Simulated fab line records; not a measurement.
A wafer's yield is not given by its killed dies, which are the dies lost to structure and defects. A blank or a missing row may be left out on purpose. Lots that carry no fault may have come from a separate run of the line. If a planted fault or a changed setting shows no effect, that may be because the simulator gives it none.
Which tool did it? :: flow n5 finfet :: Sampling: 10 lots, 27 wafers, 7 of 1938 route steps

## WHAT THE GAUGES READ, wafer by wafer
N5_BEOL_M5_CD_MEAS_18: pitch 56 nm, target cd 28 nm. Usual: 27.9 nm for cd nm, sd 0.47.
lot: L991
measured: day 7 21:50
on: cd sem-01
cd nm (nm): 28.0 27.5
flag: 

lot: L994
measured: day 8 15:46
on: cd sem-03
cd nm (nm): 28.0 28.0 28.5
flag: 

lot: L999
measured: day 10 21:06
on: cd sem-01
cd nm (nm): 28.1 27.6 28.3
flag: 

lot: L102
measured: day 11 19:55
on: cd sem-01
cd nm (nm): 27.8 28.6 28.5
flag: 

lot: L105
measured: day 12 08:45
on: cd sem-03
cd nm (nm): 28.2 28.1 28.9
flag: 

lot: L104
measured: day 12 15:28
on: cd sem-01
cd nm (nm): 28.1 27.5 28.5
flag: 

lot: L107
measured: day 12 23:14
on: cd sem-01
cd nm (nm): 27.6 28.3 27.3
flag: 

lot: L106
measured: day 13 00:07
on: cd sem-03
cd nm (nm): 27.4 27.9 27.2
flag: 

lot: L110
measured: day 13 23:38
on: cd sem-02
cd nm (nm): 27.6 28.5
flag: 

lot: L114
measured: day 14 05:02
on: cd sem-01
cd nm (nm): 27.7 27.8
flag: 

N5_BEOL_M5_OCD_MEAS_38. Usual: 71.2 nm for trench depth nm, sd 1.8.
lot: L991
measured: day 7 23:56
on: ocd-02
trench depth nm (nm): 72.2 69.1
flag: 

lot: L994
measured: day 8 17:22
on: ocd-02
trench depth nm (nm): 70.5 73.9 69.7
flag: 

lot: L999
measured: day 10 22:01
on: ocd-01
trench depth nm (nm): 71.1 74.0 71.4
flag: 

lot: L102
measured: day 11 22:47
on: ocd-02
trench depth nm (nm): 62.3 63.2 64.7
flag: OFF

lot: L105
measured: day 12 09:37
on: ocd-01
trench depth nm (nm): 70.9 71.0 68.5
flag: 

lot: L104
measured: day 12 16:35
on: ocd-02
trench depth nm (nm): 63.5 64.1 64.0
flag: OFF

lot: L107
measured: day 13 01:21
on: ocd-02
trench depth nm (nm): 70.7 70.2 72.4
flag: 

lot: L106
measured: day 13 01:44
on: ocd-02
trench depth nm (nm): 69.5 70.7 69.7
flag: 

lot: L110
measured: day 14 02:06
on: ocd-01
trench depth nm (nm): 69.6 77.3
flag: 

lot: L114
measured: day 14 08:49
on: ocd-01
trench depth nm (nm): 69.8 71.0
flag: 

N5_BEOL_M5_THK_MEAS_53: measures by xrf. Usual: M5_THK typically reads 61.5 nm, with standard deviation 2.2.
lot: L991
measured: day 8 06:31
on: film metro-01
M5_THK (nm): 62.1 57.4
flag: 

lot: L994
measured: day 8 23:56
on: film metro-01
M5_THK (nm): 61.1 64.0 60.5
flag: 

lot: L999
measured: day 11 04:47
on: film metro-02
M5_THK (nm): 62.4 62.9 61.4
flag: 

lot: L102
measured: day 12 05:42
on: film metro-02
M5_THK (nm): 51.5 53.5 55.0
flag: OFF

lot: L105
measured: day 12 16:22
on: film metro-02
M5_THK (nm): 62.1 61.3 61.0
flag: 

lot: L104
measured: day 12 23:26
on: film metro-02
M5_THK (nm): 54.3 56.3 54.9
flag: 

lot: L107
measured: day 13 07:43
on: film metro-02
M5_THK (nm): 60.1 61.5 61.8
flag: 

lot: L106
measured: day 13 08:29
on: film metro-02
M5_THK (nm): 59.3 61.1 61.4
flag: 

lot: L110
measured: day 14 11:24
on: film metro-01
M5_THK (nm): 60.7 67.7
flag: 

lot: L114
measured: day 14 15:46
on: film metro-01
M5_THK (nm): 61.1 61.3
flag: 

N5_BEOL_M5_RS_MEAS_57: measures by four-point-probe. Usual: M5_RS typically reads 0.391 ohm/sq, with standard deviation 0.017.
lot: L991
measured: day 8 06:46
on: film metro-01
M5_RS (ohm/sq): 0.388 0.428
flag: 

lot: L994
measured: day 9 00:14
on: film metro-02
M5_RS (ohm/sq): 0.390 0.369 0.395
flag: 

lot: L999
measured: day 11 05:06
on: film metro-02
M5_RS (ohm/sq): 0.382 0.382 0.390
flag: 

lot: L102
measured: day 12 05:58
on: film metro-02
M5_RS (ohm/sq): 0.488 0.467 0.450
flag: OFF

lot: L105
measured: day 12 16:38
on: film metro-02
M5_RS (ohm/sq): 0.390 0.395 0.399
flag: 

lot: L104
measured: day 12 23:42
on: film metro-01
M5_RS (ohm/sq): 0.456 0.439 0.451
flag: OFF

lot: L107
measured: day 13 08:01
on: film metro-01
M5_RS (ohm/sq): 0.404 0.393 0.389
flag: 

lot: L106
measured: day 13 08:45
on: film metro-01
M5_RS (ohm/sq): 0.415 0.400 0.398
flag: 

lot: L110
measured: day 14 11:40
on: film metro-02
M5_RS (ohm/sq): 0.393 0.347
flag: 

lot: L114
measured: day 14 16:02
on: film metro-02
M5_RS (ohm/sq): 0.394 0.392
flag: 

## TOOL THAT RAN EACH LOT (tool first, then ch and the chambers of the sampled wafers, then the start)
lot: L991
N5_BEOL_M5_TRENCH_ETCH_37: rie diel-03 ch 0,2, day 7 23:47
N5_BEOL_M5_CURE_80: uv cure-01 ch 0, day 8 00:25
N5_BEOL_M5_DEGAS_44: pvd sputter-03, day 8 00:49

lot: L994
N5_BEOL_M5_TRENCH_ETCH_37: rie diel-02 ch 0,1, day 8 17:12
N5_BEOL_M5_CURE_80: uv cure-01 ch 1, day 8 17:36
N5_BEOL_M5_DEGAS_44: pvd sputter-02, day 8 17:53

lot: L999
N5_BEOL_M5_TRENCH_ETCH_37: rie diel-03 ch 1,2,3, day 10 21:52
N5_BEOL_M5_CURE_80: uv cure-01 ch 1, day 10 22:19
N5_BEOL_M5_DEGAS_44: pvd sputter-03, day 10 22:47

lot: L102
N5_BEOL_M5_TRENCH_ETCH_37: rie diel-03 ch 0,2,3, day 11 22:38
N5_BEOL_M5_CURE_80: uv cure-02 ch 2, day 11 22:59
N5_BEOL_M5_DEGAS_44: pvd sputter-03, day 11 23:35

lot: L105
N5_BEOL_M5_TRENCH_ETCH_37: rie diel-01 ch 0,2,3, day 12 09:27
N5_BEOL_M5_CURE_80: uv cure-02 ch 1, day 12 09:48
N5_BEOL_M5_DEGAS_44: pvd sputter-03, day 12 10:34

lot: L104
N5_BEOL_M5_TRENCH_ETCH_37: rie diel-03 ch 0,1, day 12 16:26
N5_BEOL_M5_CURE_80: uv cure-03 ch 0, day 12 16:52
N5_BEOL_M5_DEGAS_44: pvd sputter-01, day 12 17:41

lot: L107
N5_BEOL_M5_TRENCH_ETCH_37: rie diel-01 ch 1,2, day 13 01:11
N5_BEOL_M5_CURE_80: uv cure-03 ch 2, day 13 01:32
N5_BEOL_M5_DEGAS_44: pvd sputter-02, day 13 01:58

lot: L106
N5_BEOL_M5_TRENCH_ETCH_37: rie diel-01 ch 0,1,3, day 13 01:35
N5_BEOL_M5_CURE_80: uv cure-03 ch 0, day 13 01:59
N5_BEOL_M5_DEGAS_44: pvd sputter-02, day 13 02:24

lot: L110
N5_BEOL_M5_TRENCH_ETCH_37: rie diel-02 ch 2,3, day 14 01:56
N5_BEOL_M5_CURE_80: uv cure-02 ch 1, day 14 02:37
N5_BEOL_M5_DEGAS_44: pvd sputter-01, day 14 03:43

lot: L114
N5_BEOL_M5_TRENCH_ETCH_37: rie diel-01 ch 0,1, day 14 08:40
N5_BEOL_M5_CURE_80: uv cure-03 ch 1, day 14 09:07
N5_BEOL_M5_DEGAS_44: pvd sputter-01, day 14 09:38
- N5_BEOL_M5_TRENCH_ETCH_37: etches SiCOH lowk in C4F6/O2, target depth 71.652 nm, time 24.7 s.
- N5_BEOL_M5_CURE_80: cures SiCOH lowk, time 120 s.
- N5_BEOL_M5_DEGAS_44: time 60 s.

## WHAT THE TOOLS THEMSELVES READ (means of the sampled wafers that have a number; where no wafer has one, the mark that the record gives instead)
N5_BEOL_M5_TRENCH_ETCH_37. Usual: O2_flow_sccm 10.00 sccm, standard deviation 0.031; drypump motor current A 6.0 A, standard deviation 0.37; oes_f_703_au 0.78 a.u., standard deviation 0.076; oes_o_777_au 0.78 a.u., standard deviation 0.075; oes product au 0.78 a.u., standard deviation 0.095; rf fwd power W 339.7 W, standard deviation 2.2; rf vpp V 668 V, standard deviation 22; showerhead plenum p Torr 2.83 Torr, standard deviation 0.08; throttle valve pct 20.87 %, standard deviation 0.23.
lot: L991
tool: rie diel-03
O2_flow_sccm (sccm): 10.03
drypump motor current A (A): 5.9
oes_f_703_au (a.u.): 0.77
oes_o_777_au (a.u.): 0.78
oes product au (a.u.): 0.76
rf fwd power W (W): 337.5
rf vpp V (V): 680
showerhead plenum p Torr (Torr): 2.81
throttle valve pct (%): 20.69
flag: 

lot: L994
tool: rie diel-02
O2_flow_sccm (sccm): 10.04
drypump motor current A (A): 6.0
oes_f_703_au (a.u.): 0.78
oes_o_777_au (a.u.): 0.79
oes product au (a.u.): 0.78
rf fwd power W (W): 341.4
rf vpp V (V): 648
showerhead plenum p Torr (Torr): 2.79
throttle valve pct (%): 21.08
flag: 

lot: L999
tool: rie diel-03
O2_flow_sccm (sccm): 9.98
drypump motor current A (A): 6.3
oes_f_703_au (a.u.): 0.76
oes_o_777_au (a.u.): 0.77
oes product au (a.u.): 0.78
rf fwd power W (W): 339.4
rf vpp V (V): 663
showerhead plenum p Torr (Torr): 2.82
throttle valve pct (%): 20.76
flag: 

lot: L102
tool: rie diel-03
O2_flow_sccm (sccm): 10.00
drypump motor current A (A): 6.1
oes_f_703_au (a.u.): 0.53
oes_o_777_au (a.u.): 0.56
oes product au (a.u.): 0.67
rf fwd power W (W): 257.1
rf vpp V (V): 757
showerhead plenum p Torr (Torr): 2.83
throttle valve pct (%): 20.75
flag: OFF

lot: L105
tool: rie diel-01
O2_flow_sccm (sccm): 9.99
drypump motor current A (A): 6.1
oes_f_703_au (a.u.): 0.75
oes_o_777_au (a.u.): 0.73
oes product au (a.u.): 0.76
rf fwd power W (W): 339.7
rf vpp V (V): 668
showerhead plenum p Torr (Torr): 2.89
throttle valve pct (%): 20.97
flag: 

lot: L104
tool: rie diel-03
O2_flow_sccm (sccm): 10.00
drypump motor current A (A): 5.6
oes_f_703_au (a.u.): 0.57
oes_o_777_au (a.u.): 0.60
oes product au (a.u.): 0.79
rf fwd power W (W): 259.1
rf vpp V (V): 788
showerhead plenum p Torr (Torr): 2.80
throttle valve pct (%): 20.72
flag: OFF

lot: L107
tool: rie diel-01
O2_flow_sccm (sccm): 9.98
drypump motor current A (A): 6.0
oes_f_703_au (a.u.): 0.76
oes_o_777_au (a.u.): 0.76
oes product au (a.u.): 0.75
rf fwd power W (W): 341.2
rf vpp V (V): 674
showerhead plenum p Torr (Torr): 2.88
throttle valve pct (%): 21.08
flag: 

lot: L106
tool: rie diel-01
O2_flow_sccm (sccm): 10.00
drypump motor current A (A): 6.0
oes_f_703_au (a.u.): 0.79
oes_o_777_au (a.u.): 0.77
oes product au (a.u.): 0.80
rf fwd power W (W): 340.5
rf vpp V (V): 663
showerhead plenum p Torr (Torr): 2.83
throttle valve pct (%): 20.92
flag: 

lot: L110
tool: rie diel-02
O2_flow_sccm (sccm): 9.97
drypump motor current A (A): 5.8
oes_f_703_au (a.u.): 0.82
oes_o_777_au (a.u.): 0.82
oes product au (a.u.): 0.83
rf fwd power W (W): 337.8
rf vpp V (V): 694
showerhead plenum p Torr (Torr): 2.84
throttle valve pct (%): 20.80
flag: 

lot: L114
tool: rie diel-01
O2_flow_sccm (sccm): 10.00
drypump motor current A (A): 6.1
oes_f_703_au (a.u.): 0.84
oes_o_777_au (a.u.): 0.82
oes product au (a.u.): 0.86
rf fwd power W (W): 339.9
rf vpp V (V): 662
showerhead plenum p Torr (Torr): 2.83
throttle valve pct (%): 20.87
flag: 

N5_BEOL_M5_CURE_80. Usual: lamp power pct 52.31 %, standard deviation 0.053; wafer_temp_C_max 371.5, standard deviation 0.58.
lot: L991
tool: uv cure-01
lamp power pct (%): 52.28
wafer_temp_C_max: 371.4
flag: 

lot: L994
tool: uv cure-01
lamp power pct (%): 52.30
wafer_temp_C_max: 372.2
flag: 

lot: L999
tool: uv cure-01
lamp power pct (%): 52.29
wafer_temp_C_max: 371.8
flag: 

lot: L102
tool: uv cure-02
lamp power pct (%): 52.26
wafer_temp_C_max: 371.9
flag: 

lot: L105
tool: uv cure-02
lamp power pct (%): 52.33
wafer_temp_C_max: 371.4
flag: 

lot: L104
tool: uv cure-03
lamp power pct (%): 52.34
wafer_temp_C_max: 370.9
flag: 

lot: L107
tool: uv cure-03
lamp power pct (%): 52.32
wafer_temp_C_max: 372.4
flag: 

lot: L106
tool: uv cure-03
lamp power pct (%): 52.30
wafer_temp_C_max: 371.2
flag: 

lot: L110
tool: uv cure-02
lamp power pct (%): 52.27
wafer_temp_C_max: 371.1
flag: 

lot: L114
tool: uv cure-03
lamp power pct (%): 52.28
wafer_temp_C_max: 370.7
flag: 

N5_BEOL_M5_DEGAS_44. Usual: 328 W for heater power w, sd 23.
lot: L991
tool: pvd sputter-03
heater power w (W): 333
flag: 

lot: L994
tool: pvd sputter-02
heater power w (W): 351
flag: 

lot: L999
tool: pvd sputter-03
heater power w (W): 342
flag: 

lot: L102
tool: pvd sputter-03
heater power w (W): 338
flag: 

lot: L105
tool: pvd sputter-03
heater power w (W): 343
flag: 

lot: L104
tool: pvd sputter-01
heater power w (W): 322
flag: 

lot: L107
tool: pvd sputter-02
heater power w (W): 360
flag: 

lot: L106
tool: pvd sputter-02
heater power w (W): 344
flag: 

lot: L110
tool: pvd sputter-01
heater power w (W): 317
flag: 

lot: L114
tool: pvd sputter-01
heater power w (W): 312
flag: 

## THE ANSWER, worked out from the rows above alone
Rule: a lot counts as off when the mean over its wafers that have a number is more than 3 standard deviations away from the usual mean. A lot without any number at a reading at which 4 lots or more have one is off too. All remaining lots with rows at the step are treated as sound. The gauges are gone through in route order, then the tools' own readings, and for those a lot's mean is taken as printed above. At the first step where some lot is off, the reading lying furthest off is the one used; lots without a number count as furthest.
Off, at N5_BEOL_M5_OCD_MEAS_38 on trench depth nm: L102, L104.
A tool fits if, at a process step before that reading, it ran every lot that is off, and no sound lot after the first of them. The gauges at N5_BEOL_M5_OCD_MEAS_38 aren't tried: what is off there is off at N5_BEOL_M5_RS_MEAS_57 too, on other tools, and a gauge's error can't cause that. One candidate fits, namely rie diel-03 at N5_BEOL_M5_TRENCH_ETCH_37. A fault onset in the window from L999 (day 10 21:52, its last sound lot) to L102 (day 11 22:38, its first lot off) fits.
The tool's own readings at N5_BEOL_M5_TRENCH_ETCH_37 bear it out: on the lots that are off they differ by more than 5 times the standard deviation of the sound lots' means. oes_f_703_au reads 0.55 a.u. there against 0.78 a.u. on the sound lots; oes_o_777_au reads 0.58 a.u. there against 0.78 a.u. on the sound lots; rf fwd power W reads 258.1 W there against 339.7 W on the sound lots; rf vpp V reads 772 V there against 669 V on the sound lots.

## WHAT THE SIMULATOR HAD INSERTED
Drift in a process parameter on rie diel-03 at N5_BEOL_M5_TRENCH_ETCH_37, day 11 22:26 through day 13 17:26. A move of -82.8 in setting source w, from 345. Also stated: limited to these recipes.
Shown lots that were struck: L102, L104. Same finding as the rule above.
